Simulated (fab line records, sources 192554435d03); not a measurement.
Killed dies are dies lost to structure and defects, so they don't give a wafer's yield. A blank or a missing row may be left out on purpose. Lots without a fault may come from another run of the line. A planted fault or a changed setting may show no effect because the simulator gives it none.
fab line records | flow n5_finfet
record lots=22 wafers=66 last_day=17
route steps=1938 shown BEOL_M2@857
lots that met no fault: from a run of the same line without faults
start_h: hours from the record's first day to the start of the lot's first wafer shown | wait_h: hours since the lot's step before | " the same as in the row above | L1.1+2: a row that stands for several wafers | - no value, or no start given | * or withheld: withheld | < > ~ a bound
route shown NAME@n: a module of which the file shows steps, and the number in the route of the first | usual: mean/standard deviation of fault-free wafers | same: alike in all rows | chamber/n: place in a boat | sites: the reading at each site | _std_site: their standard deviation | _edge_site: outer sites' mean less inner sites' | radius_mm: how far each site lies from the wafer's centre | mask NAME#n: copy n | behind: the tool/chamber that last shaped the wafer | hold: why the lot was held/for how many hours/how that ended | device: the transistor (n, p or np) that didn't switch | end of line: the same wafers' tests at the end of the route | a step without rows: its recipe alone | killed: dies lost to structure and defects at the first sort, not the wafer's yield | map: a wafer's dies, x killed, . not, _ none there
set.NAME: the setting as run; set.NAME@STEP: as run at that earlier step | model.NAME: the simulator's own value behind a step, which no gauge read
steps of the route over a sample of lots; a table a step, a row a wafer
services: from which hour (start_h, from the record's first day; less than 0 if before it) a tool's chamber was out of use, for how many hours, and why
## steps
# step N5_BEOL_M2_DESCUM_16
# recipe chemistry=O2 time_s=7 source_power_w=50 bias_power_w=20 pressure_mtorr=20 rf_frequency_hz=2.712e+07 temp_c=40 resist=CAR-EUV o2_flow_sccm=225
# usual drypump_motor_current_A=5.6/0.45 oes_product_au=0.79/0.098 rf_vpp_V=243.2/1.4 showerhead_plenum_p_Torr=2.09/0.066 throttle_valve_pct=20.42/0.21
# columns lot.wafer tool chamber start_h wait_h drypump_motor_current_A oes_product_au rf_hours_counter_h rf_vpp_V showerhead_plenum_p_Torr throttle_valve_pct
L074.1 rie_diel-04 1 135.70 0.0 5.6 0.71 198 243.2 2.07 20.36
L074.2 " 3 " " 5.6 0.75 171 242.1 1.99 20.15
L074.3 " 0 " " 5.6 0.70 224 243.4 2.07 20.86
L075.1 rie_diel-04 3 143.22 0.0 5.6 0.75 175 242.3 1.99 20.16
L075.2 " 0 " " 5.6 0.70 227 243.2 2.07 20.88
L075.4 " 1 " " 5.6 0.70 - 244.9 2.07 20.38
L076.1 rie_diel-04 0 144.23 0.0 5.6 0.70 228 242.7 2.07 20.86
L076.2 " 1 " " 5.6 0.71 202 243.8 2.07 20.37
L076.4 " 1 " " 5.6 0.70 - 242.5 2.07 20.39
L078.1 rie_diel-06 1 157.67 0.0 5.3 0.69 222 243.4 2.06 20.40
L078.2 " 0 " " 5.5 0.76 133 244.4 2.18 20.54
L078.3 " 3 " " 6.8 0.76 164 244.1 2.18 20.57
L077.1 rie_diel-04 2 158.00 0.0 6.5 0.99 2 245.2 2.23 20.30
L077.5 " 1 " " 5.6 0.70 - 241.7 2.07 20.37
L077.6 " 0 " " 5.6 0.70 - 243.4 2.07 20.88
L079.1 rie_diel-01 2 169.14 0.1 5.5 0.72 173 243.5 2.08 20.26
L079.2 " 1 " " 4.9 0.93 20 243.1 2.04 20.06
L079.3 " 3 " " 5.8 0.91 29 243.5 2.14 20.35
L081.1 rie_diel-06 3 172.42 0.1 6.8 0.74 170 244.9 2.18 20.58
L081.2 " 1 " " 5.3 0.68 228 242.1 2.05 20.42
L081.6 " 0 " " 5.5 0.75 - 245.1 2.18 20.56
L082.2 rie_diel-04 3 184.26 0.0 5.6 0.74 189 241.0 1.99 20.18
L082.5 " 1 " " 5.6 0.70 - 243.1 2.07 20.40
L082.6 " 0 " " 5.6 0.70 - 242.9 2.07 20.90
L083.1 rie_diel-06 1 188.03 0.0 5.3 0.69 234 243.2 2.05 20.43
L083.3 " 0 " " 5.5 0.75 144 244.0 2.18 20.55
L083.5 " 1 " " 5.3 0.68 - 243.4 2.05 20.43
L084.1 rie_diel-01 0 194.82 0.2 5.4 0.94 17 243.3 2.15 20.64
L084.3 " 1 " " 4.9 0.90 30 240.0 2.04 20.06
L084.6 " 3 " " 5.8 0.89 - 243.5 2.14 20.36
L086.2 rie_diel-01 3 208.15 0.0 5.8 0.88 42 244.4 2.14 20.36
L086.5 " 2 " " 5.5 0.72 - 243.3 2.08 20.28
L086.6 " 3 " " 5.8 0.90 - 244.4 2.14 20.37
L087.3 rie_diel-01 3 213.72 0.0 5.8 0.88 44 244.4 2.14 20.38
L087.5 " 2 " " 5.5 0.71 - 242.9 2.08 20.28
L087.6 " 3 " " 5.8 0.88 - 244.3 2.14 20.38
L088.1 rie_diel-01 3 214.35 0.1 5.8 0.88 44 245.8 2.14 20.37
L088.3 " 2 " " 5.5 0.72 190 244.0 2.08 20.29
L088.4 " 1 " " 4.9 0.89 36 242.4 2.04 20.08
L089.1 rie_diel-06 2 226.83 0.3 5.4 0.91 21 241.7 2.05 20.25
L089.3 " 0 " " 5.5 0.74 157 245.0 2.17 20.57
L089.6 " 3 " " 6.8 0.73 - 245.7 2.18 20.61
L091.1 rie_diel-04 2 230.79 0.0 6.5 0.90 31 245.5 2.22 20.35
L091.5 " 1 " " 5.6 0.68 - 243.4 2.06 20.41
L091.6 " 0 " " 5.6 0.96 - 243.1 2.06 20.55
L090.1 rie_diel-01 0 234.27 0.0 5.4 0.92 29 244.0 2.14 20.65
L090.3 " 3 " " 5.8 0.87 51 244.6 2.13 20.39
L090.5 " 3 " " 5.8 0.88 - 242.6 2.13 20.37
L092.1 rie_diel-01 1 248.04 0.3 4.8 0.86 49 242.0 2.03 20.10
L092.2 " 2 " " 5.5 0.70 203 243.4 2.07 20.30
L092.3 " 3 " " 5.8 0.86 57 243.8 2.13 20.40
L093.1 rie_diel-04 1 249.19 0.0 5.5 0.68 237 242.8 2.06 20.42
L093.2 " 2 " " 6.5 0.89 37 245.7 2.22 20.34
L093.4 " 3 " " 5.6 0.72 217 241.9 1.98 20.21
L094.2 rie_diel-06 3 253.31 0.2 6.8 0.73 197 244.6 2.17 20.62
L094.4 " 3 " " 6.8 0.72 - 245.0 2.17 20.64
L094.6 " 2 " " 5.4 0.89 - 243.4 2.04 20.27
L095.1 rie_diel-06 0 262.01 0.1 5.5 0.73 171 242.7 2.17 20.61
L095.4 " 2 " " 5.4 0.88 - 244.1 2.04 20.27
L095.6 " 3 " " 6.8 0.72 - 244.3 2.17 20.62
L096.2 rie_diel-04 2 267.37 0.0 6.5 0.87 44 243.4 2.21 20.34
L096.4 " 3 " " 5.6 0.72 - 242.8 1.98 20.23
L096.6 " 2 " " 6.5 0.88 - 244.5 2.21 20.34
L097.3 rie_diel-04 1 270.66 0.2 5.5 0.67 245 241.9 2.06 20.43
L097.4 " 2 " " 6.5 0.87 - 245.6 2.21 20.35
L097.5 " 1 " " 5.6 0.68 - 242.4 2.06 20.44
# step N5_BEOL_M2_ETCH_74
# recipe chemistry=N2/H2 target=underlayer target_depth_a=65 mask_material=CAR-EUV time_s=5.2 ion_energy_ev=200 pressure_mtorr=30 source_w=840 bias_w=150 n2_flow_sccm=200 h2_flow_sccm=200 ends=cleared
# usual drypump_motor_current_A=5.7/0.46 etch_rf_on_time_s=5.19/0.075 oes_product_au=0.67/0.081 rf_vpp_V=523.9/2.6 showerhead_plenum_p_Torr=2.55/0.08 throttle_valve_pct=17.87/0.19
# columns lot.wafer tool chamber start_h wait_h drypump_motor_current_A etch_rf_on_time_s oes_product_au rf_hours_counter_h rf_vpp_V showerhead_plenum_p_Torr throttle_valve_pct
L074.1 rie_diel-04 1 135.74 0.0 5.6 5.29 0.60 198 521.5 2.53 17.95
L074.2 " 3 " " 5.6 5.13 0.65 171 521.7 2.42 17.66
L074.3 " 0 " " 5.6 5.20 0.61 224 522.7 2.52 18.27
L075.1 rie_diel-04 3 143.25 0.0 5.6 5.15 0.63 175 519.2 2.42 17.64
L075.2 " 0 " " 5.6 5.22 0.59 227 521.7 2.52 18.28
L075.4 " 1 " " 5.6 5.33 0.60 - 521.4 2.52 17.95
L076.1 rie_diel-04 0 144.27 0.0 5.6 5.25 0.61 228 522.0 2.52 18.28
L076.2 " 1 " " 5.6 5.25 0.60 202 519.8 2.52 17.95
L076.4 " 1 " " 5.6 5.29 0.60 - 522.1 2.52 17.96
L078.1 rie_diel-06 1 157.70 0.0 5.4 5.25 0.59 222 523.9 2.51 17.91
L078.2 " 0 " " 5.5 5.23 0.65 133 529.4 2.66 17.96
L078.3 " 3 " " 6.9 5.24 0.63 164 528.3 2.64 17.84
L077.1 rie_diel-04 2 158.04 0.0 6.5 5.09 0.84 2 529.7 2.72 17.82
L077.5 " 1 " " 5.6 5.23 0.60 - 522.1 2.52 17.95
L077.6 " 0 " " 5.6 5.19 0.59 - 522.7 2.51 18.28
L079.1 rie_diel-01 2 169.18 0.0 5.5 5.22 0.61 173 523.8 2.53 17.76
L079.2 " 1 " " 4.9 5.17 0.78 20 524.0 2.49 17.54
L079.3 " 3 " " 5.8 5.19 0.77 29 523.9 2.60 17.71
L081.1 rie_diel-06 3 172.46 0.0 6.8 5.16 0.63 170 526.9 2.64 17.87
L081.2 " 1 " " 5.4 5.20 0.59 228 524.2 2.51 17.91
L081.6 " 0 " " 5.5 5.22 0.65 - 527.1 2.65 17.97
L082.2 rie_diel-04 3 184.29 0.0 5.7 5.09 0.64 189 518.4 2.42 17.66
L082.5 " 1 " " 5.6 5.33 0.59 - 524.4 2.52 17.99
L082.6 " 0 " " 5.6 5.15 0.60 - 520.9 2.51 18.31
L083.1 rie_diel-06 1 188.07 0.0 5.4 5.29 0.57 234 524.7 2.51 17.93
L083.3 " 0 " " 5.5 5.21 0.64 144 529.3 2.65 17.97
L083.5 " 1 " " 5.3 5.22 0.59 - 519.9 2.51 17.93
L084.1 rie_diel-01 0 194.85 0.0 5.3 5.05 0.80 17 523.9 2.61 18.05
L084.3 " 1 " " 4.9 5.18 0.75 30 521.6 2.49 17.55
L084.6 " 3 " " 5.8 5.18 0.77 - 526.3 2.60 17.70
L086.2 rie_diel-01 3 208.18 0.0 5.8 5.23 0.76 42 524.4 2.60 17.71
L086.5 " 2 " " 5.5 5.19 0.62 - 522.3 2.53 17.79
L086.6 " 3 " " 5.8 5.23 0.75 - 526.5 2.60 17.70
L087.3 rie_diel-01 3 213.75 0.0 5.8 5.26 0.75 44 526.1 2.60 17.72
L087.5 " 2 " " 5.5 5.24 0.61 - 523.3 2.53 17.80
L087.6 " 3 " " 5.8 5.29 0.76 - 525.0 2.60 17.72
L088.1 rie_diel-01 3 214.39 0.0 5.8 5.25 0.74 44 523.8 2.60 17.73
L088.3 " 2 " " 5.5 5.28 0.61 190 522.7 2.52 17.78
L088.4 " 1 " " 4.9 5.24 0.73 36 521.5 2.49 17.59
L089.1 rie_diel-06 2 226.87 0.0 5.4 5.11 0.78 21 523.2 2.49 17.67
L089.3 " 0 " " 5.5 5.18 0.63 157 527.7 2.65 18.00
L089.6 " 3 " " 6.8 5.19 0.63 - 526.2 2.63 17.88
L091.1 rie_diel-04 2 230.83 0.0 6.5 5.11 0.77 31 527.5 2.71 17.84
L091.5 " 1 " " 5.6 5.21 0.59 - 521.6 2.51 18.01
L091.6 " 0 " " 5.6 5.02 0.83 - 523.0 2.50 17.91
L090.1 rie_diel-01 0 234.31 0.0 5.4 5.08 0.76 29 522.1 2.61 18.03
L090.3 " 3 " " 5.8 5.21 0.74 51 525.2 2.59 17.75
L090.5 " 3 " " 5.8 5.23 0.73 - 526.1 2.59 17.73
L092.1 rie_diel-01 1 248.08 0.0 4.9 5.21 0.74 49 520.3 2.48 17.59
L092.2 " 2 " " 5.5 5.18 0.61 203 521.4 2.52 17.83
L092.3 " 3 " " 5.8 5.22 0.73 57 526.0 2.59 17.75
L093.1 rie_diel-04 1 249.23 0.0 5.6 5.33 0.58 237 522.0 2.51 18.00
L093.2 " 2 " " 6.5 5.20 0.76 37 526.7 2.71 17.90
L093.4 " 3 " " 5.6 5.11 0.62 217 519.1 2.41 17.77
L094.2 rie_diel-06 3 253.34 0.0 6.8 5.20 0.62 197 526.5 2.63 17.88
L094.4 " 3 " " 6.8 5.20 0.63 - 525.7 2.63 17.90
L094.6 " 2 " " 5.4 5.16 0.75 - 521.9 2.49 17.65
L095.1 rie_diel-06 0 262.04 0.0 5.5 5.28 0.62 171 527.4 2.64 18.01
L095.4 " 2 " " 5.3 5.22 0.74 - 521.5 2.49 17.69
L095.6 " 3 " " 6.8 5.25 0.61 - 529.5 2.63 17.91
L096.2 rie_diel-04 2 267.40 0.0 6.5 5.19 0.74 44 526.9 2.70 17.89
L096.4 " 3 " " 5.6 5.07 0.61 - 520.1 2.40 17.71
L096.6 " 2 " " 6.5 5.19 0.74 - 528.5 2.70 17.88
L097.3 rie_diel-04 1 270.69 0.0 5.6 5.28 0.57 245 522.1 2.51 18.02
L097.4 " 2 " " 6.5 5.14 0.74 - 526.3 2.70 17.91
L097.5 " 1 " " 5.6 5.31 0.58 - 523.8 2.51 18.04
# step N5_BEOL_M2_DESCUM_33
# recipe chemistry=O2 time_s=7 source_power_w=50 bias_power_w=20 pressure_mtorr=20 rf_frequency_hz=2.712e+07 temp_c=40 resist=CAR-EUV o2_flow_sccm=225
# usual drypump_motor_current_A=5.6/0.52 oes_product_au=0.82/0.1 rf_vpp_V=243.3/1.2 showerhead_plenum_p_Torr=2.10/0.062 throttle_valve_pct=20.37/0.19
# columns lot.wafer tool chamber start_h wait_h drypump_motor_current_A oes_product_au rf_hours_counter_h rf_vpp_V showerhead_plenum_p_Torr throttle_valve_pct
L074.1 rie_diel-06 2 136.70 0.0 5.3 0.70 246 244.1 2.06 20.63
L074.2 " 1 " " 5.3 0.71 214 244.3 2.06 20.40
L074.3 " 0 " " 5.5 0.78 125 243.8 2.19 20.53
L075.1 rie_diel-01 3 144.22 0.0 5.8 0.92 19 243.6 2.15 20.35
L075.2 " 1 " " 4.9 0.96 8 243.7 2.05 20.04
L075.4 " 2 " " 5.5 0.73 - 244.4 2.09 20.25
L076.1 rie_diel-01 1 145.23 0.0 4.9 0.96 8 242.5 2.05 20.03
L076.2 " 2 " " 5.5 0.73 162 243.4 2.09 20.26
L076.4 " 1 " " 4.9 0.95 - 242.4 2.05 20.05
L078.1 rie_diel-01 0 158.67 0.0 5.4 0.99 3 242.9 2.15 20.62
L078.2 " 3 " " 5.8 0.91 26 245.3 2.14 20.34
L078.3 " 1 " " 4.9 0.93 15 242.0 2.04 20.04
L077.1 rie_diel-01 0 159.09 0.0 5.3 0.99 3 243.6 2.15 20.62
L077.5 " 0 " " 5.3 0.97 - 245.1 2.15 20.62
L077.6 " 1 " " 4.8 0.92 - 241.8 2.04 20.05
L079.1 rie_diel-01 3 170.02 0.0 5.8 0.91 29 243.0 2.14 20.37
L079.2 " 2 " " 5.5 0.73 173 242.6 2.08 20.28
L079.3 " 1 " " 4.9 0.93 20 243.6 2.04 20.06
L081.1 rie_diel-01 0 173.31 0.0 5.3 0.96 9 242.6 2.15 20.63
L081.2 " 3 " " 5.8 0.91 30 243.4 2.14 20.35
L081.6 " 3 " " 5.7 0.91 - 243.4 2.14 20.36
L082.2 rie_diel-06 2 185.46 0.1 5.4 0.94 8 244.0 2.05 20.22
L082.5 " 0 " " 5.5 0.75 - 244.0 2.18 20.54
L082.6 " 3 " " 6.8 0.74 - 243.7 2.18 20.58
L083.1 rie_diel-06 2 188.91 0.0 5.4 0.95 8 241.5 2.05 20.23
L083.3 " 0 " " 5.5 0.75 144 245.5 2.18 20.57
L083.5 " 2 " " 5.4 0.95 - 242.2 2.05 20.24
L084.1 rie_diel-04 2 195.83 0.0 6.5 0.95 16 245.6 2.22 20.31
L084.3 " 3 " " 5.6 0.74 195 241.1 1.99 20.19
L084.6 " 2 " " 6.5 0.94 - 246.8 2.23 20.32
L086.2 rie_diel-01 2 209.04 0.0 5.5 0.71 187 243.3 2.08 20.27
L086.5 " 1 " " 4.9 0.89 - 243.5 2.04 20.06
L086.6 " 2 " " 5.5 0.72 - 243.9 2.08 20.29
L087.3 rie_diel-06 1 214.76 0.1 5.3 0.68 243 243.8 2.05 20.43
L087.5 " 2 " " 5.3 0.92 - 241.3 2.05 20.25
L087.6 " 3 " " 6.8 0.74 - 243.1 2.18 20.61
L088.1 rie_diel-06 2 215.35 0.0 5.3 0.92 18 241.6 2.05 20.26
L088.3 " 3 " " 6.8 0.74 184 245.3 2.18 20.61
L088.4 " 0 " " 5.5 0.75 153 245.6 2.18 20.56
L089.1 rie_diel-01 0 227.74 0.0 5.3 0.91 27 243.8 2.14 20.65
L089.3 " 2 " " 5.5 0.71 195 241.9 2.07 20.30
L089.6 " 2 " " 5.5 0.71 - 242.5 2.07 20.29
L091.1 rie_diel-01 0 231.67 0.0 5.3 0.91 28 244.7 2.14 20.65
L091.5 " 3 " " 5.8 0.87 - 243.2 2.14 20.39
L091.6 " 0 " " 5.4 0.92 - 244.0 2.14 20.66
L090.1 rie_diel-04 2 235.33 0.2 6.5 0.89 33 244.9 2.22 20.36
L090.3 " 0 " " 5.6 0.95 5 242.3 2.06 20.54
L090.5 " 3 " " 5.6 0.72 - 240.9 1.98 20.22
L092.1 rie_diel-01 2 249.16 0.0 5.5 0.71 203 241.2 2.07 20.30
L092.2 " 3 " " 5.8 0.87 57 244.3 2.13 20.40
L092.3 " 0 " " 5.4 0.90 35 244.0 2.14 20.68
L093.1 rie_diel-04 1 250.07 0.0 5.6 0.68 237 243.1 2.06 20.43
L093.2 " 0 " " 5.6 0.94 11 242.7 2.06 20.56
L093.4 " 3 " " 5.6 0.72 217 242.1 1.98 20.21
L094.2 rie_diel-01 1 254.19 0.0 4.8 0.87 51 243.0 2.03 20.10
L094.4 " 0 " " 5.3 0.89 37 242.1 2.14 20.68
L094.6 " 2 " " 5.5 0.71 - 245.1 2.07 20.30
L095.1 rie_diel-01 0 263.01 0.0 5.3 0.88 40 243.6 2.14 20.68
L095.4 " 1 " " 4.8 0.87 53 242.9 2.03 20.10
L095.6 " 2 " " 5.5 0.70 - 243.6 2.07 20.31
L096.2 rie_diel-06 0 268.28 0.1 5.5 0.73 173 244.4 2.17 20.60
L096.4 " 3 " " 6.8 0.72 - 243.6 2.17 20.63
L096.6 " 2 " " 5.3 0.88 - 242.0 2.04 20.28
L097.3 rie_diel-04 1 271.80 0.1 5.6 0.67 246 241.4 2.06 20.45
L097.4 " 2 " " 6.5 0.87 - 244.8 2.21 20.35
L097.5 " 3 " " 5.7 0.72 - 241.2 1.98 20.24
# step N5_BEOL_M2_SURFACE_TREAT_85
# recipe gas=Ar time_s=* ion_energy_ev=* ion_current_ma_cm2=0.5 pressure_mtorr=* ar_flow_sccm=30
# usual ar_flow_sccm=30.00/0.1 throttle_valve_pct=*
# columns lot.wafer tool chamber start_h wait_h ar_flow_sccm throttle_valve_pct
L074.1 pvd_sputter-03 - 140.23 0.2 29.93 *
L074.2 " - " " 30.01 *
L074.3 " - " " 29.86 *
L075.1 pvd_sputter-02 - 147.54 0.4 29.92 *
L075.2 " - " " 29.92 *
L075.4 " - " " 30.03 *
L076.1 pvd_sputter-03 - 147.56 0.3 29.97 *
L076.2 " - " " 30.03 *
L076.4 " - " " 29.96 *
L078.1 pvd_sputter-03 - 161.12 0.1 29.95 *
L078.2 " - " " 29.84 *
L078.3 " - " " 30.08 *
L077.1 pvd_sputter-03 - 161.18 0.1 30.02 *
L077.5 " - " " 30.02 *
L077.6 " - " " 29.80 *
L079.1 pvd_sputter-02 - 173.40 0.1 30.05 *
L079.2 " - " " 29.94 *
L079.3 " - " " 29.92 *
L081.1 pvd_sputter-02 - 178.29 0.2 29.89 *
L081.2 " - " " 30.12 *
L081.6 " - " " 30.10 *
L082.2 pvd_sputter-02 - 192.00 0.2 30.07 *
L082.5 " - " " 30.00 *
L082.6 " - " " 30.11 *
L083.1 pvd_sputter-03 - 201.16 0.1 30.07 *
L083.3 " - " " 29.99 *
L083.5 " - " " 30.21 *
L084.1 pvd_sputter-01 - 201.18 0.1 30.07 *
L084.3 " - " " 30.00 *
L084.6 " - " " 29.97 *
L086.2 pvd_sputter-03 - 213.70 0.1 30.18 *
L086.5 " - " " 29.92 *
L086.6 " - " " 30.09 *
L087.3 pvd_sputter-02 - 219.21 0.1 30.10 *
L087.5 " - " " 29.88 *
L087.6 " - " " 30.07 *
L088.1 pvd_sputter-02 - 219.77 0.2 30.01 *
L088.3 " - " " 30.06 *
L088.4 " - " " 30.05 *
L089.1 pvd_sputter-02 - 229.98 0.2 29.74 *
L089.3 " - " " 29.99 *
L089.6 " - " " 30.01 *
L091.1 pvd_sputter-01 - 237.02 0.2 30.11 *
L091.5 " - " " 30.00 *
L091.6 " - " " 29.89 *
L090.1 pvd_sputter-01 - 249.28 0.1 29.95 *
L090.3 " - " " 30.13 *
L090.5 " - " " 30.10 *
L092.1 pvd_sputter-03 - 252.44 0.1 29.86 *
L092.2 " - " " 29.95 *
L092.3 " - " " 30.25 *
L093.1 pvd_sputter-03 - 257.59 0.3 30.17 *
L093.2 " - " " 29.78 *
L093.4 " - " " 29.87 *
L094.2 pvd_sputter-02 - 258.12 0.2 29.86 *
L094.4 " - " " 29.91 *
L094.6 " - " " 29.94 *
L095.1 pvd_sputter-03 - 267.64 0.3 30.07 *
L095.4 " - " " 29.77 *
L095.6 " - " " 30.26 *
L096.2 pvd_sputter-01 - 270.73 0.2 30.10 *
L096.4 " - " " 29.90 *
L096.6 " - " " 29.87 *
L097.3 pvd_sputter-03 - 274.51 0.1 30.04 *
L097.4 " - " " 29.96 *
L097.5 " - " " 29.94 *
# step N5_BEOL_M2_SPUTTER_79
# recipe material=Cu target_thk_a=45 temp_c=-20 chamber_pressure_pa=0.07 power_w=withheld time_s=8.29
# usual chamber_pressure_pa=0.07002/0.00014 chuck_sensor_temp_C=-16.1/0.55 throttle_valve_pct=29.9/1
# columns lot.wafer tool chamber start_h wait_h chamber_pressure_pa chuck_sensor_temp_C throttle_valve_pct
L074.1 pvd_sputter-02 - 141.00 0.1 0.07003 -15.3 31.9
L074.2 " - " " 0.06987 -15.8 28.9
L074.3 " - " " 0.07008 -17.0 30.1
L076.1 pvd_sputter-03 - 148.10 0.1 0.0697 -16.8 28.6
L076.2 " - " " 0.0702 -15.4 29.7
L076.4 " - " " 0.06998 -15.2 27.9
L075.1 pvd_sputter-03 - 149.94 0.1 0.06986 -15.2 28.4
L075.2 " - " " 0.07001 -15.6 29.7
L075.4 " - " " 0.07001 -15.7 31.4
L077.1 pvd_sputter-03 - 161.68 0.1 0.07 -15.7 31.4
L077.5 " - " " 0.07014 -15.4 31.1
L077.6 " - " " 0.07026 -15.0 28.3
L078.1 pvd_sputter-01 - 161.68 0.1 0.06993 -15.8 30.5
L078.2 " - " " 0.06987 -16.5 30.3
L078.3 " - " " 0.07003 -16.4 30.7
L079.1 pvd_sputter-01 - 173.89 0.1 0.06998 -16.4 31.0
L079.2 " - " " 0.06997 -16.5 29.9
L079.3 " - " " 0.07006 -16.0 29.7
L081.1 pvd_sputter-02 - 179.09 0.1 0.06991 -17.0 30.5
L081.2 " - " " 0.07019 -16.1 29.0
L081.6 " - " " 0.06987 -15.2 31.8
L082.2 pvd_sputter-01 - 192.63 0.1 0.06986 -15.9 30.5
L082.5 " - " " 0.07019 -16.2 29.4
L082.6 " - " " 0.07006 -16.6 29.8
L083.1 pvd_sputter-01 - 201.67 0.1 0.07008 -15.8 30.5
L083.3 " - " " 0.07005 -16.7 30.1
L083.5 " - " " 0.06974 -16.5 30.8
L084.1 pvd_sputter-02 - 201.68 0.1 0.06988 -16.0 28.6
L084.3 " - " " 0.07 -16.0 28.7
L084.6 " - " " 0.06986 -15.8 28.6
L086.2 pvd_sputter-01 - 214.18 0.1 0.07028 -16.0 29.3
L086.5 " - " " 0.07017 -15.9 30.3
L086.6 " - " " 0.07 -16.5 30.8
L087.3 pvd_sputter-01 - 219.72 0.1 0.06977 -16.4 30.9
L087.5 " - " " 0.07004 -16.5 29.9
L087.6 " - " " 0.07006 -15.8 30.6
L088.1 pvd_sputter-02 - 220.29 0.1 0.07015 -17.2 30.4
L088.3 " - " " 0.06995 -15.9 28.5
L088.4 " - " " 0.07016 -15.5 31.6
L089.1 pvd_sputter-03 - 230.66 0.1 0.06994 -15.6 31.4
L089.3 " - " " 0.07001 -15.7 29.6
L089.6 " - " " 0.06985 -15.5 31.4
L091.1 pvd_sputter-01 - 237.48 0.1 0.06994 -16.5 30.9
L091.5 " - " " 0.07004 -16.7 29.8
L091.6 " - " " 0.0701 -16.0 29.4
L090.1 pvd_sputter-03 - 249.89 0.1 0.07 -15.0 28.2
L090.3 " - " " 0.07014 -15.7 29.7
L090.5 " - " " 0.06995 -15.5 29.5
L092.1 pvd_sputter-01 - 253.03 0.1 0.0702 -16.6 29.7
L092.2 " - " " 0.07028 -16.6 30.9
L092.3 " - " " 0.07009 -15.8 30.6
L093.1 pvd_sputter-01 - 258.21 0.1 0.06996 -16.5 30.9
L093.2 " - " " 0.06997 -16.1 29.3
L093.4 " - " " 0.07015 -16.5 29.8
L094.2 pvd_sputter-02 - 258.56 0.1 0.07025 -15.4 31.8
L094.4 " - " " 0.06985 -16.0 28.8
L094.6 " - " " 0.06976 -17.0 30.5
L095.1 pvd_sputter-03 - 268.26 0.1 0.06995 -16.8 28.4
L095.4 " - " " 0.06993 -15.2 28.0
L095.6 " - " " 0.07018 -15.6 31.2
L096.2 pvd_sputter-02 - 271.24 0.1 0.07039 -16.1 28.9
L096.4 " - " " 0.07013 -15.8 28.6
L096.6 " - " " 0.0702 -15.9 29.0
L097.3 pvd_sputter-03 - 274.97 0.1 0.06983 -15.6 29.7
L097.4 " - " " 0.07002 -15.6 31.2
L097.5 " - " " 0.06995 -15.8 29.8
# step N5_BEOL_M2_DEP_57
# recipe material=SiCN target_thk_a=80 temp_c=withheld precursor=3MS/NH3 pressure_torr=3 rf_w=202 time_s=14
# usual showerhead_plenum_p_Torr=3.668/0.011 throttle_valve_pct=9.1/0.52
# columns lot.wafer tool chamber start_h wait_h showerhead_plenum_p_Torr throttle_valve_pct
L074.1 pecvd-02 2 143.53 0.0 3.652 9.4
L074.2 " 1 " " 3.669 9.8
L074.3 " 0 " " 3.656 9.3
L076.1 pecvd-02 1 150.62 0.0 3.665 9.8
L076.2 " 0 " " 3.657 9.2
L076.4 " 0 " " 3.660 9.4
L075.1 pecvd-02 2 152.48 0.0 3.657 9.5
L075.2 " 1 " " 3.677 9.8
L075.4 " 0 " " 3.664 9.4
L077.1 pecvd-02 0 164.21 0.0 3.650 9.3
L077.5 " 0 " " 3.651 9.6
L077.6 " 2 " " 3.651 9.3
L078.1 pecvd-04 2 164.35 0.0 3.656 8.4
L078.2 " 0 " " 3.682 8.6
L078.3 " 1 " " 3.675 9.4
L079.1 pecvd-01 2 176.69 0.0 3.682 8.6
L079.2 " 0 " " 3.677 9.1
L079.3 " 1 " " 3.681 9.1
L081.1 pecvd-04 0 181.69 0.0 3.686 9.0
L081.2 " 1 " " 3.662 9.4
L081.6 " 2 " " 3.665 8.6
L082.2 pecvd-02 0 195.24 0.0 3.671 9.6
L082.5 " 2 " " 3.652 9.6
L082.6 " 1 " " 3.663 9.4
L083.1 pecvd-02 0 204.20 0.0 3.661 9.5
L083.3 " 1 " " 3.677 9.8
L083.5 " 0 " " 3.658 9.5
L084.1 pecvd-04 2 204.31 0.0 3.654 8.3
L084.3 " 1 " " 3.665 9.4
L084.6 " 2 " " 3.662 8.3
L086.2 pecvd-01 0 216.73 0.0 3.662 9.0
L086.5 " 0 " " 3.664 8.6
L086.6 " 1 " " 3.669 9.1
L087.3 pecvd-01 1 222.25 0.0 3.673 9.3
L087.5 " 2 " " 3.678 8.8
L087.6 " 1 " " 3.672 9.1
L088.1 pecvd-02 0 222.88 0.0 3.654 9.2
L088.3 " 1 " " 3.671 9.9
L088.4 " 0 " " 3.662 9.5
L089.1 pecvd-04 0 233.40 0.0 3.683 8.7
L089.3 " 2 " " 3.653 8.3
L089.6 " 2 " " 3.656 8.4
L091.1 pecvd-02 0 240.01 0.0 3.654 9.5
L091.5 " 1 " " 3.672 9.7
L091.6 " 0 " " 3.655 9.3
L090.1 pecvd-01 0 252.42 0.0 3.677 8.7
L090.3 " 2 " " 3.681 8.6
L090.5 " 1 " " 3.687 9.3
L092.1 pecvd-04 0 255.55 0.0 3.690 8.4
L092.2 " 2 " " 3.652 8.1
L092.3 " 1 " " 3.672 9.4
L093.1 pecvd-02 2 260.73 0.0 3.656 8.1
L093.2 " 1 " " 3.671 9.5
L093.4 " 1 " " 3.660 9.8
L094.2 pecvd-01 2 261.90 0.0 3.687 8.9
L094.4 " 2 " " 3.675 8.7
L094.6 " 0 " " 3.671 8.8
L095.1 pecvd-01 1 271.05 0.0 3.673 9.1
L095.4 " 1 " " 3.678 9.0
L095.6 " 0 " " 3.676 9.0
L096.2 pecvd-02 1 273.77 0.0 3.661 9.4
L096.4 " 2 " " 3.652 8.1
L096.6 " 1 " " 3.672 9.9
L097.3 pecvd-02 2 277.53 0.0 3.662 8.0
L097.4 " 1 " " 3.671 9.7
L097.5 " 1 " " 3.665 9.7
## services
# columns tool chamber start_h hours kind
rie_diel-06 0 118.56 6.0 repair
rie_diel-01 0 128.57 - clean
rie_diel-01 0 128.57 - consumable_replace:focus_ring
rie_diel-01 0 128.57 21.9 scheduled_down
rie_diel-01 0 128.57 21.9 vent_cycle
rie_diel-04 2 135.03 - clean
rie_diel-04 2 135.03 - consumable_replace:focus_ring
rie_diel-04 2 135.03 - consumable_replace:showerhead
rie_diel-04 2 135.03 19.1 scheduled_down
rie_diel-04 2 135.03 19.1 vent_cycle
rie_diel-06 2 150.22 - clean
rie_diel-06 2 150.22 - consumable_replace:focus_ring
pecvd-04 - 158.95 1.4 repair
pecvd-04 2 196.29 4.3 repair
rie_diel-04 0 204.28 - clean
rie_diel-04 0 204.28 - consumable_replace:focus_ring
rie_diel-04 0 204.28 17.3 scheduled_down
rie_diel-04 0 204.28 17.3 vent_cycle
rie_diel-04 1 217.32 5.2 repair
pecvd-01 2 232.62 4.2 repair
rie_diel-06 1 242.35 55.8 repair
pecvd-02 0 261.04 21.4 repair
rie_diel-04 0 265.68 8.2 repair
rie_diel-06 2 272.24 7.4 repair
## key
fault none
